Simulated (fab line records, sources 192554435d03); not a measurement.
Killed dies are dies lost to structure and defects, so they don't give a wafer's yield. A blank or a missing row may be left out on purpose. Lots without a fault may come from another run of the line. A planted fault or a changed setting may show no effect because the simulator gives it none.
Chamber matching | flow n5_finfet | N5_BEOL_M6_PECVD_70 on pecvd-04: 3 sister chambers
The step deposits SiO2 from TEOS/O2, target thk 20 nm, time 22.7 s. 20 wafers are shown with their chamber, then 10 later ones without.

WAFERS WITH THEIR CHAMBER
wafer  | chamber | throttle_valve_pct (%) | showerhead_plenum_p_Torr (Torr) | heater_power_w (W)
L078.1 | 1       | 23.0                   | 8.70                            | 624
L078.2 | 0       | 23.0                   | 8.80                            | 824
L078.3 | 2       | 21.1                   | 8.81                            | 826
L078.4 | 0       | 22.9                   | 8.80                            | 837
L078.5 | 2       | 20.9                   | 8.85                            | 833
L078.6 | 1       | 23.4                   | 8.70                            | 609
L079.2 | 0       | 23.4                   | 8.80                            | 835
L079.4 | 0       | 23.0                   | 8.79                            | 856
L079.5 | 1       | 23.2                   | 8.70                            | 662
L081.1 | 2       | 21.0                   | 8.82                            | 742
L081.3 | 1       | 23.3                   | 8.71                            | 587
L081.5 | 1       | 23.0                   | 8.72                            | 592
L082.1 | 2       | 21.1                   | 8.84                            | 767
L082.2 | 1       | 23.2                   | 8.72                            | 661
L082.3 | 0       | 23.0                   | 8.81                            | 872
L082.4 | 1       | 23.2                   | 8.70                            | 651
L082.5 | 2       | 21.1                   | 8.84                            | 758
L082.6 | 0       | 23.0                   | 8.82                            | 851
L085.1 | 0       | 23.3                   | 8.81                            | 811
L085.5 | 1       | 23.2                   | 8.72                            | 687

SIGNATURES (means of the wafers above)
reading                  | chamber 0 | chamber 1 | chamber 2 | scatter within a chamber
throttle_valve_pct       | 23.086    | 23.188    | 21.040    | 0.147
showerhead_plenum_p_Torr | 8.8043    | 8.7088    | 8.8320    | 0.0117
heater_power_w           | 840.86    | 634.12    | 785.20    | 33.2
Rule: a wafer's distance from a chamber is the root of the sum, over the readings, of the square of ((its reading less the chamber's mean) divided by the reading's scatter). The wafer belongs to the nearest chamber; if the next one is less than 2 further off, it can't be placed. The scatter: the root of (the sum of the squares of (reading less its chamber's mean) over the shown wafers, divided by (wafers less chambers)).

WAFERS WITHOUT THEIR CHAMBER
wafer  | throttle_valve_pct (%) | showerhead_plenum_p_Torr (Torr) | heater_power_w (W)
L085.6 | 23.1                   | 8.82                            | 798
L093.1 | 23.2                   | 8.70                            | 640
L093.3 | 23.5                   | 8.82                            | 856
L093.6 | 22.9                   | 8.73                            | 647
L095.3 | 23.3                   | 8.70                            | 724
L095.4 | 21.4                   | 8.84                            | 827
L095.5 | 23.2                   | 8.71                            | 722
L094.2 | 21.0                   | 8.83                            | 825
L094.3 | 23.3                   | 8.72                            | 662
L094.5 | 23.4                   | 8.82                            | 923

WHICH CHAMBER EACH WENT THROUGH
wafer  | from the rows above | in truth
L085.6 | 0                   | 0
L093.1 | 1                   | 1
L093.3 | 0                   | 0
L093.6 | 1                   | 1
L095.3 | 1                   | 1
L095.4 | 2                   | 2
L095.5 | 1                   | 1
L094.2 | 2                   | 2
L094.3 | 1                   | 1
L094.5 | 0                   | 0
Placed correctly: 10 of 10. Can't be placed from these rows: 0. Placed wrongly: 0.
